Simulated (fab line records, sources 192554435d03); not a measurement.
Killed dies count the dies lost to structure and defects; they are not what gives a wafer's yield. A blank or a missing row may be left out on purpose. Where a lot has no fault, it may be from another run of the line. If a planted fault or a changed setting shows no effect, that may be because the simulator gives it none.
Lot-split experiment + flow n5 finfet + route with 1938 steps; 7 lots, 21 wafers read

== THE SPLIT ==
At N5_BEOL_M5_DEP_56 (deposits SiCN from 3MS/NH3, target thk 8 nm, time 14 s), the setting time s was moved away from the recipe's 14 s on 4 of the 21 wafers read, by -7.9% to +11.2%. All remaining wafers had this setting at the recipe value.

The split's own step is where the reading is taken.

== THE READING ==
SiCN_of_BEOL_M5_DEP_56.thk nm (the simulator's own value, which no gauge read), in nm, at N5_BEOL_M5_DEP_56 (deposits SiCN from 3MS/NH3, target thk 8 nm, time 14 s). No usual value for it is given in the file. The 17 wafers here that ran the recipe average 8.0 nm, standard deviation 0.19 nm.

| wafer  | tool, chamber at the split | time s as run, s | against the recipe | SiCN_of_BEOL_M5_DEP_56.thk nm, nm | against lot-mates on the recipe |
|--------|----------------------------|------------------|--------------------|-----------------------------------|---------------------------------|
| L074.2 | pecvd-04, 1                | 14               | recipe             | 8                                 | -                               |
| L074.5 | pecvd-04, 2                | 14               | recipe             | 8.2                               | -                               |
| L074.6 | pecvd-04, 1                | 14.91            | +6.5%              | 8.6                               | +0.5                            |
| L077.1 | pecvd-04, 0                | 14               | recipe             | 8.2                               | -                               |
| L077.4 | pecvd-04, 0                | 12.9             | -7.9%              | 7.6                               | -0.7                            |
| L077.5 | pecvd-04, 2                | 14               | recipe             | 8.4                               | -                               |
| L080.2 | pecvd-03, 1                | 14               | recipe             | 7.8                               | -                               |
| L080.5 | pecvd-03, 1                | 14               | recipe             | 8.2                               | -                               |
| L080.6 | pecvd-03, 0                | 14               | recipe             | 8                                 | -                               |
| L085.1 | pecvd-03, 1                | 14               | recipe             | 7.8                               | -                               |
| L085.4 | pecvd-03, 0,2              | 14               | recipe             | 8.2                               | -                               |
| L085.5 | pecvd-03, 0,2              | 14               | recipe             | 8.2                               | -                               |
| L087.2 | pecvd-02, 0,1              | 14               | recipe             | 8                                 | -                               |
| L087.3 | pecvd-02, 0,1              | 14               | recipe             | 8                                 | -                               |
| L087.6 | pecvd-02, 1                | 15.57            | +11.2%             | 9                                 | +1.0                            |
| L091.1 | pecvd-02, 0                | 14.63            | +4.5%              | 8.2                               | +0.3                            |
| L091.3 | pecvd-02, 2                | 14               | recipe             | 8                                 | -                               |
| L091.6 | pecvd-02, 0                | 14               | recipe             | 7.8                               | -                               |
| L095.1 | pecvd-04, 2,0,2            | 14               | recipe             | 7.8                               | -                               |
| L095.4 | pecvd-04, 2,0,2            | 14               | recipe             | 7.8                               | -                               |
| L095.5 | pecvd-04, 2,0,2            | 14               | recipe             | 7.8                               | -                               |
Rows listing several chambers each stand for several wafers; the file does not say which wafer went through which chamber.

THE FIT
A straight line over all 21 wafers: SiCN_of_BEOL_M5_DEP_56.thk nm changes by +0.0752 nm for each +1% of time s; r = +0.82; the points scatter about the line by 0.19 nm.
The same after taking each lot's own level away (the mean of its wafers on the recipe; 21 wafers): +0.0856 nm for each +1%; r = +0.93; scatter 0.12 nm.
That fit puts the effect of the largest move of time s on the reading at 0.96 nm.
Measured against the standard deviation above, the lots' own levels, which go from 7.80 to 8.30 nm, span 2.7 times it.
Hence the slope depends on the lot-to-lot level, as the two fits are not the same.
Check: for one of the wafers moved furthest among these (+11.2%), held out of the fit, the line's prediction against its lot-mates is +0.906 nm. Against them it came out at +1 nm.

== FURTHER SPLITS ON THESE WAFERS ==
Before the reading, these wafers also passed through other splits. Each is held against what the fit with the lots' levels taken away leaves over:
| other split on the same wafers | wafers away from the commonest value | r with SiCN_of_BEOL_M5_DEP_56.thk nm (lot level and that fit taken away) |
|--------------------------------|--------------------------------------|--------------------------------------------------------------------------|
| N5_BEOL_M5_ETCH_72 bias w      | 7                                    | -0.08                                                                    |

== FILE'S OWN FIT ==
SiCN_of_BEOL_M5_DEP_56.thk nm changes by +0.0853 nm for each +1% of time s, r = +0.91.
